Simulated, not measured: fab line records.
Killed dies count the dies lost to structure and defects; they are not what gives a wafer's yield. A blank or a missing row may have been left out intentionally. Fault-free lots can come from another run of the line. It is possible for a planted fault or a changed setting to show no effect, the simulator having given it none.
Which tool did it?	flow n5_finfet	10 lots with 30 wafers sampled at 5 steps, on a route of 1938 steps

== WHAT EACH GAUGE READ, for each wafer ==
N5_HKMG_FIN_OVL_MEAS_50.
lot	measured	on	NDIPOLE_OVL (nm)
L663	day 4 00:41	overlay-01	0.9 1.1 0.9
L664	day 4 05:38	overlay-01	1.3 1.6 1.2
L668	day 5 10:40	overlay-02	0.4 1.6 0.2
L669	day 5 19:26	overlay-02	-0.3 0.5 0.0
L670	day 6 02:27	overlay-02	0.5 -0.6 -0.4
L671	day 6 04:47	overlay-01	0.5 0.3 0.2
L672	day 6 06:33	overlay-02	-0.1 -0.5 -0.3
L680	day 8 03:29	overlay-01	-1.6 -0.3 0.1
L681	day 8 13:20	overlay-01	1.4 0.3 0.6
L683	day 9 03:54	overlay-01	0.4 -0.3 0.5

N5_HKMG_FIN_CD_MEAS_12: target cd 92.8 nm.
lot	measured	on	cd_nm (nm)
L663	day 4 04:03	cd_sem-03	92.7 93.5 91.8
L664	day 4 08:59	cd_sem-02	93.9 93.0 92.9
L668	day 5 14:01	cd_sem-01	92.7 91.7 92.6
L669	day 5 22:47	cd_sem-03	93.0 93.3 94.0
L670	day 6 05:47	cd_sem-02	92.9 94.2 93.0
L671	day 6 08:07	cd_sem-02	92.2 92.3 93.6
L672	day 6 10:22	cd_sem-01	92.2 92.7 92.4
L680	day 8 06:44	cd_sem-01	91.9 92.4 92.3
L681	day 8 17:26	cd_sem-03	93.8 92.9 93.1
L683	day 9 07:15	cd_sem-01	92.4 91.6 91.9

N5_BEOL_M4_RC_MEAS_101.
lot	measured	on	DIBL_N (mV/V)	DIBL_P (mV/V)	IOFF_N (nA/um)	IOFF_P (nA/um)	ION_N (uA/um)	ION_P (uA/um)	SS_N (mV/dec)	SS_P (mV/dec)	VT_N (mV)	VT_P (mV)
L663	day 10 15:06	prober-01	33.4 32.1 32.3	34 32 33	0.13 0.12 0.10	0.20 0.16 0.17	648 659 648	455 458 454	72.0 70.9 70.4	72.2 71.6 71.5	254 253 260	-247 -252 -251
L664	day 10 12:04	prober-02	34.6 40.1 36.5	36 42 38	0.13 0.26 0.17	0.18 0.29 0.22	657 688 667	448 468 459	70.1 72.2 72.0	72.9 74.8 72.7	253 242 249	-255 -245 -251
L668	day 12 09:07	prober-02	34.7 33.9 34.8	34 33 35	0.13 0.12 0.13	0.22 0.19 0.23	659 661 674	464 461 475	71.6 71.3 71.1	73.4 72.3 72.6	251 253 255	-247 -251 -246
L669	day 12 01:40	prober-01	34.9 38.1 35.8	35 40 36	0.13 0.20 0.14	0.22 0.34 0.23	659 688 643	466 477 465	70.7 71.9 71.4	73.4 74.2 73.5	253 247 252	-248 -244 -249
L670	day 12 01:53	prober-02	37.1 38.0 34.7	39 41 37	0.18 0.21 0.14	0.24 0.29 0.21	674 686 667	463 476 463	72.0 71.8 70.5	74.2 74.3 73.3	250 249 252	-248 -247 -247
L671	day 12 21:09	prober-02	40.1 41.5 40.5	41 40 39	0.21 0.26 0.26	0.33 0.32 0.30	656 700 686	477 475 470	71.7 73.2 71.8	74.0 74.5 74.3	249 243 242	-242 -243 -246
L672	day 12 19:27	prober-01	39.6 37.3 39.5	41 38 40	0.20 0.16 0.21	0.31 0.21 0.27	679 690 693	463 469 471	72.1 71.5 72.2	75.1 73.7 73.5	250 252 245	-246 -249 -247
L680	day 14 14:53	prober-02	36.8 37.6 42.1	38 39 43	0.15 0.18 0.30	0.25 0.29 0.40	675 680 712	469 478 482	71.2 71.5 72.6	73.1 73.6 75.5	253 247 241	-245 -245 -240
L681	day 15 15:47	prober-01	32.3 36.0 32.8	34 38 34	0.11 0.17 0.12	0.17 0.25 0.18	661 662 671	452 461 469	70.5 72.2 70.6	71.0 74.0 71.9	253 247 254	-252 -248 -252
L683	day 15 15:13	prober-02	38.0 33.1 35.1	38 34 35	0.18 0.10 0.13	0.25 0.17 0.18	675 655 666	464 458 455	72.1 70.9 71.4	73.6 73.0 73.5	250 258 253	-248 -255 -253

== WHICH TOOL RAN EACH LOT (tool, then ch and the chambers of the sampled wafers, then the start) ==
lot	N5_HKMG_FIN_ETCH_35	N5_HKMG_FIN_STRIP_89
L663	rie_diel-01 ch 1,2,3, day 4 04:26	rie_diel-04 ch 0,1,2, day 4 05:31
L664	rie_diel-05 ch 0,3, day 4 09:23	rie_diel-01 ch 1,2,3, day 4 10:28
L668	rie_diel-01 ch 0,1,2, day 5 14:25	rie_diel-04 ch 0,1,2, day 5 15:29
L669	rie_diel-01 ch 0,1,2, day 5 23:10	rie_diel-04 ch 1,2,3, day 6 00:46
L670	rie_diel-05 ch 2,3, day 6 06:11	rie_diel-04 ch 0,1, day 6 07:17
L671	rie_diel-01 ch 0,1,3, day 6 08:31	rie_diel-05 ch 0,1, day 6 09:35
L672	rie_diel-05 ch 0,1,2, day 6 10:47	rie_diel-04 ch 2,3, day 6 12:01
L680	rie_diel-05 ch 1,2,3, day 8 07:07	rie_diel-05 ch 0,2,3, day 8 08:13
L681	rie_diel-04 ch 2,3, day 8 17:50	rie_diel-05 ch 1,2,3, day 8 19:06
L683	rie_diel-01 ch 1,2,3, day 9 07:38	rie_diel-05 ch 1,2,3, day 9 08:47
- N5_HKMG_FIN_ETCH_35: etches SOC in N2/H2, target depth 215.8 nm, time 243.4 s.
- N5_HKMG_FIN_STRIP_89: strips SOC in N2/H2, time 20 s.

== WHAT THE TOOLS THEMSELVES READ (means of the sampled wafers that have a number; where no wafer has one, the mark that the record gives instead) ==
N5_HKMG_FIN_ETCH_35.
lot	tool	drypump_motor_current_A (A)	oes_product_au (a.u.)	rf_vpp_V (V)	run_length_s (s)	showerhead_plenum_p_Torr (Torr)	throttle_valve_pct (%)
L663	rie_diel-01	5.3	0.79	141.5	266.9	2.54	17.67
L664	rie_diel-05	5.2	0.70	142.1	267.2	2.52	17.85
L668	rie_diel-01	5.3	0.74	141.6	266.7	2.55	17.82
L669	rie_diel-01	5.2	0.73	142.2	250.2	2.55	17.81
L670	rie_diel-05	5.3	0.93	141.0	267.2	2.51	17.51
L671	rie_diel-01	5.4	0.78	142.2	250.3	2.58	17.80
L672	rie_diel-05	5.7	0.82	141.9	267.0	2.53	17.48
L680	rie_diel-05	5.7	0.86	141.3	267.1	2.51	17.49
L681	rie_diel-04	6.0	0.72	142.4	266.8	2.59	17.55
L683	rie_diel-01	5.3	0.76	142.2	266.8	2.53	17.72

N5_HKMG_FIN_STRIP_89.
lot	tool	drypump_motor_current_A (A)	oes_product_au (a.u.)	rf_vpp_V (V)	showerhead_plenum_p_Torr (Torr)	temp_c (C)	throttle_valve_pct (%)
L663	rie_diel-04	5.7	0.80	54.0	3.38	39.92	18.7
L664	rie_diel-01	5.3	0.79	53.9	3.35	40.07	18.8
L668	rie_diel-04	5.7	0.79	54.4	3.37	39.95	18.7
L669	rie_diel-04	5.9	0.80	53.8	3.43	40.15	18.8
L670	rie_diel-04	6.0	0.76	54.4	3.34	39.97	18.8
L671	rie_diel-05	5.7	0.83	54.4	3.36	40.12	18.5
L672	rie_diel-04	5.5	0.74	53.1	3.40	39.98	18.5
L680	rie_diel-05	5.3	0.83	53.8	3.34	39.98	18.7
L681	rie_diel-05	5.7	0.86	54.7	3.31	40.08	18.7
L683	rie_diel-05	5.7	0.84	53.6	3.31	39.99	18.7

== THE ANSWER, worked out from the rows above alone ==
Rule: the lots themselves supply what counts as usual. Put in order of their means at a reading, lots are off if they are a third of the lots or fewer, leave a main group of 4 or more, and stand apart from it by a gap of 3 or more times the standard deviation of the main group's means; of several such gaps the widest counts. If all means in a main group match to the digits the tables above print for the reading, that group is not used. A lot without any number at a reading at which 4 lots or more have one is off too. All remaining lots with rows at the step are treated as sound. First the gauges in route order, then the tools' own readings, where a lot's mean is used as printed above. At the first step where some lot is off, the reading lying furthest off is the one used; lots without a number count as furthest.
Off: L669, L671, at N5_HKMG_FIN_ETCH_35 (run_length_s). Mean 267.0 s and standard deviation 0.18 in the main group.
A tool fits if, at that step or a process step before it, it ran every lot that is off, and no sound lot after the first of them. Not one of the candidates tried fits.

== WHAT THE SIMULATOR PUT IN ==
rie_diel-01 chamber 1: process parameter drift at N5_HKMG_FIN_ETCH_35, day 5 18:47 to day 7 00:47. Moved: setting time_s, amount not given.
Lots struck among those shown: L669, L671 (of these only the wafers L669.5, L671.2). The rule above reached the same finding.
